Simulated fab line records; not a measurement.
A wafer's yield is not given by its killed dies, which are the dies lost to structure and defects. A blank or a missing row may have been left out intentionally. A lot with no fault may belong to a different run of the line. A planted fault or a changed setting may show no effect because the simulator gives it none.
Which tool did it?    flow nandHarc    12 lots (36 wafers sampled), 1 step of a 1302-step route

== WHAT EACH GAUGE READ, for each wafer ==
NHARC_A_CONTACT_CD_MEAS_53.
lot   measured      on        cdNm (nm)
L076  day 22 11:33  cdSem-03  289.9 289.7 290.5
L077  day 22 14:29  cdSem-02  290.4 289.5 289.5
L079  day 23 20:54  cdSem-02  289.3 289.2 290.1
L080  day 24 12:43  cdSem-02  288.9 289.7 289.2
L083  day 25 10:17  cdSem-02  289.4 289.7 290.0
L087  day 26 18:16  cdSem-03  287.8 288.1 288.2
L086  day 27 04:56  cdSem-03  286.6 287.0 286.6
L091  day 28 02:10  cdSem-01  290.0 289.7 289.8
L088  day 28 11:30  cdSem-01  288.5 288.9 289.7
L092  day 29 04:11  cdSem-01  289.3 289.3 288.6
L094  day 29 21:52  cdSem-03  289.3 289.5 289.2
L096  day 30 12:18  cdSem-01  290.8 290.0 289.6

== WHAT TOOL EACH LOT RAN ON (gives the tool, then ch and the chambers of the sampled wafers, and finally the start) ==
The record shows no process step preceding these readings.

== THE ANSWER, worked out from the rows above alone ==
Rule: the usual values come from the lots themselves. Put in order of their means at a reading, lots are off if they are a third of the lots or fewer, leave a main group of 4 or more, and stand apart from it by a gap of 3 or more times the standard deviation of the main group's means; of several such gaps the widest counts. If all means in a main group match to the digits the tables above print for the reading, that group is not used. Also off: a lot with no number at a reading for which 4 or more lots have one. All remaining lots with rows at the step are treated as sound.
Across all readings shown, no lot is off: no conclusion can be drawn from this.

== WHAT THE SIMULATOR PUT IN ==
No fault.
